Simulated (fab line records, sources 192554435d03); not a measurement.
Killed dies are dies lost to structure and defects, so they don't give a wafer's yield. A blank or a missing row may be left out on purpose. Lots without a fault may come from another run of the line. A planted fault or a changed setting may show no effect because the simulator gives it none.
Which tool did it? | flow n5_finfet | 10 lots, 28 wafers sampled, at 4 steps of a route of 1938

WHAT THE GAUGES READ, wafer by wafer
N5_BEOL_M13_OVL_MEAS_11. Usual: V12_OVL 1 nm, standard deviation 4.8.
lot  | measured     | on         | V12_OVL (nm) | flag
L248 | day 12 13:41 | overlay-01 | 8 -1 5       |
L249 | day 12 14:37 | overlay-02 | -5 3 0       |
L250 | day 12 18:03 | overlay-02 | 8 10 10      |
L259 | day 14 16:16 | overlay-01 | 4 5 7        |
L261 | day 15 16:28 | overlay-01 | -2 -3 -2     |
L266 | day 16 12:32 | overlay-01 | -1 -2 -1     |
L268 | day 16 12:52 | overlay-01 | 1 1          |
L267 | day 16 16:13 | overlay-02 | 2 0          |
L269 | day 17 06:40 | overlay-01 | 5 7 1        |
L270 | day 17 13:55 | overlay-02 | 1 6 -2       |

WHICH TOOL RAN EACH LOT (tool, then ch and the chambers of the sampled wafers, then the start)
lot  | N5_BEOL_M12_SPUTTER_44       | N5_BEOL_M12_ANNEAL_48            | N5_BEOL_M13_EXPOSE_07
L248 | pvd_sputter-03, day 12 11:49 | rtp_anneal-02 ch 0, day 12 12:22 | krf_scanner-01 ch 0, day 12 13:29
L249 | pvd_sputter-01, day 12 12:43 | rtp_anneal-02 ch 0, day 12 13:11 | krf_scanner-02 ch 0, day 12 14:26
L250 | pvd_sputter-01, day 12 15:29 | rtp_anneal-02 ch 0, day 12 16:40 | krf_scanner-01 ch 0, day 12 17:51
L259 | pvd_sputter-03, day 14 14:29 | rtp_anneal-01 ch 0, day 14 15:02 | krf_scanner-01 ch 0, day 14 16:04
L261 | pvd_sputter-01, day 15 14:40 | rtp_anneal-01 ch 0, day 15 15:05 | krf_scanner-01 ch 0, day 15 16:16
L266 | pvd_sputter-02, day 16 10:47 | rtp_anneal-02 ch 0, day 16 11:10 | krf_scanner-02 ch 0, day 16 12:20
L268 | pvd_sputter-03, day 16 11:15 | rtp_anneal-02 ch 0, day 16 11:38 | krf_scanner-02 ch 0, day 16 12:40
L267 | pvd_sputter-01, day 16 14:35 | rtp_anneal-01 ch 0, day 16 14:59 | krf_scanner-02 ch 0, day 16 16:01
L269 | pvd_sputter-02, day 17 04:58 | rtp_anneal-01 ch 0, day 17 05:28 | krf_scanner-02 ch 0, day 17 06:29
L270 | pvd_sputter-01, day 17 12:12 | rtp_anneal-01 ch 0, day 17 12:39 | krf_scanner-02 ch 0, day 17 13:43
- N5_BEOL_M12_SPUTTER_44: material Ta, target thk 10 nm, time 16.13 s.
- N5_BEOL_M12_ANNEAL_48: time 90 s.
- N5_BEOL_M13_EXPOSE_07: exposes mask V12.

WHAT THE TOOLS THEMSELVES READ (means of the sampled wafers that have a number; where no wafer has one, the mark that the record gives instead)
N5_BEOL_M12_SPUTTER_44. Usual: susceptor_temp_C 50.01 C, standard deviation 0.13; throttle_valve_pct 30.1 %, standard deviation 1.2.
lot  | tool           | susceptor_temp_C (C) | throttle_valve_pct (%) | flag
L248 | pvd_sputter-03 | 49.88                | 30.1                   |
L249 | pvd_sputter-01 | 49.94                | 30.4                   |
L250 | pvd_sputter-01 | 49.96                | 30.1                   |
L259 | pvd_sputter-03 | 50.07                | 28.0                   |
L261 | pvd_sputter-01 | 49.95                | 30.9                   |
L266 | pvd_sputter-02 | 50.06                | 30.4                   |
L268 | pvd_sputter-03 | 49.95                | 28.5                   |
L267 | pvd_sputter-01 | 50.10                | 29.4                   |
L269 | pvd_sputter-02 | 50.10                | 29.7                   |
L270 | pvd_sputter-01 | 50.02                | 29.7                   |

N5_BEOL_M12_ANNEAL_48. Usual: anneal_temp_c 225.00 C, standard deviation 0.16; wafer_temp_C_max 226.5, standard deviation 0.47.
lot  | tool          | anneal_temp_c (C) | wafer_temp_C_max | flag
L248 | rtp_anneal-02 | 224.95            | 226.2            |
L249 | rtp_anneal-02 | 225.02            | 226.4            |
L250 | rtp_anneal-02 | 225.01            | 226.0            |
L259 | rtp_anneal-01 | 224.86            | 226.6            |
L261 | rtp_anneal-01 | 224.89            | 226.8            |
L266 | rtp_anneal-02 | 224.90            | 226.0            |
L268 | rtp_anneal-02 | 225.23            | 226.0            |
L267 | rtp_anneal-01 | 225.19            | 226.9            |
L269 | rtp_anneal-01 | 224.90            | 226.8            |
L270 | rtp_anneal-01 | 224.97            | 227.0            |

N5_BEOL_M13_EXPOSE_07. Usual: exposure_dose_mJ_cm2 24.793, standard deviation 0.026.
lot  | tool           | exposure_dose_mJ_cm2 | flag
L248 | krf_scanner-01 | 24.784               |
L249 | krf_scanner-02 | 24.800               |
L250 | krf_scanner-01 | 24.801               |
L259 | krf_scanner-01 | 25.137               | OFF
L261 | krf_scanner-01 | 25.050               | OFF
L266 | krf_scanner-02 | 24.803               |
L268 | krf_scanner-02 | 24.791               |
L267 | krf_scanner-02 | 24.822               |
L269 | krf_scanner-02 | 24.789               |
L270 | krf_scanner-02 | 24.776               |

THE ANSWER, worked out from the rows above alone
Rule: a lot is off if the mean of its wafers that have a number lies more than 3 standard deviations from the usual mean. A lot without any number at a reading at which 4 lots or more have one is off too. The other lots that the step has rows for count as sound. The gauges are gone through in route order, then the tools' own readings, and for those a lot's mean is taken as printed above. The first step at which some lot is off is used, and at that step the reading that is off furthest; a lot without a number counts as furthest.
Off: L259, L261, at N5_BEOL_M13_EXPOSE_07 (exposure_dose_mJ_cm2).
A tool fits if, at that step or a process step before it, it ran every lot that is off, and no sound lot after the first of them. One fits: krf_scanner-01 at N5_BEOL_M13_EXPOSE_07. Its last sound lot is L250 (day 12 17:51), its first lot that is off L259 (day 14 16:04): a fault that began between those two fits.
The tool's own readings at N5_BEOL_M13_EXPOSE_07 bear it out: on the lots that are off they differ by more than 5 times the standard deviation of the sound lots' means. exposure_dose_mJ_cm2 reads 25.093 there against 24.796 on the sound lots.

WHAT THE SIMULATOR HAD PUT IN
Process parameter drift: krf_scanner-01, from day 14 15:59 on, at N5_BEOL_M13_EXPOSE_07. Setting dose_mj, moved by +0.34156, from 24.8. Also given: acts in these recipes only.
Lots struck among those shown: L259, L261. The rule above found the same.
